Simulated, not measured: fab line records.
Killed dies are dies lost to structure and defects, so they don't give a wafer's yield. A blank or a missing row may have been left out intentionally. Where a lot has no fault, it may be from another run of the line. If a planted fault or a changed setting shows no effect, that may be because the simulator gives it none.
Struck lot and sound lot, side by side || flow nand_harc || 14 steps out of a route of 1302
Sound: wafers L886.2, L886.4, L886.5. Wafers L888.4, L888.5, L888.6 were the ones struck. The cause comes at the end.
At each step with rows: each side's tool, then ch and its chambers, then its first start. Under that, the readings that differ: sound wafers || struck wafers || difference of the means || sigmas: that difference in standard deviations of wafers without a fault.
alike: words and numbers the same on both sides, and readings whose means are apart by under 2 such deviations; not compared: readings that were withheld, readings missing a value for some wafer, numbers with overlapping values and no deviation given by the record, and bounds like >300 which may hide the same value.
Wherever a step has rows on one side only, a row that says differs or no value, or a row with sigmas, the two part there. Numbers that have no deviation but don't overlap get no sigmas and don't part them. A reading missing from all wafers of one side parts the sides only when that side holds two or more wafers.

first, 2 steps without rows for these wafers: NHARC_P_BONDPAD_PRECLEAN_30 (cleans in DIW, time 300 s); NHARC_P_BONDPAD_SRD_31 (time 30 s, dry time 20 s).
NHARC_A_START_INSPECT_01:
  sound on defect_inspect-02, day 10 04:59; struck on defect_inspect-01, day 11 03:26
  alike: raw_defect_count
then, 9 steps without rows for these wafers: NHARC_A_ZERO_WELL_PRECLEAN_00 (cleans in SPM, time 600 s); NHARC_A_ZERO_WELL_SRD_01; NHARC_A_ZERO_WELL_DEHYDRATE_02 (time 120 s); NHARC_A_ZERO_WELL_HMDS_03 (time 30 s); NHARC_A_ZERO_WELL_COAT_18 (time 65 s); NHARC_A_ZERO_WELL_COAT_04 (resist thk 600 nm); NHARC_A_ZERO_WELL_SOFTBAKE_05 (time 70 s); NHARC_A_ZERO_WELL_EBR_06; NHARC_A_ZERO_WELL_EXPOSE_07 (exposes mask A ZERO).
NHARC_A_ZERO_WELL_PEB_08: peb time 80 s.
  struck on litho_track-02, day 11 04:11; sound on litho_track-07 ch 0, day 10 05:44
  no value came back on the struck wafers for chill_plate_temp_C (C), exhaust_pa (Pa); on the sound wafers chill_plate_temp_C (C) reads 23.01 22.93 22.94
then, 1 step without rows for these wafers: NHARC_A_ZERO_WELL_DEVELOP_09 (time 50 s).

## WHERE THEY PART
Only at NHARC_A_ZERO_WELL_PEB_08, as far as this record shows.

WHY: what the simulator had put in
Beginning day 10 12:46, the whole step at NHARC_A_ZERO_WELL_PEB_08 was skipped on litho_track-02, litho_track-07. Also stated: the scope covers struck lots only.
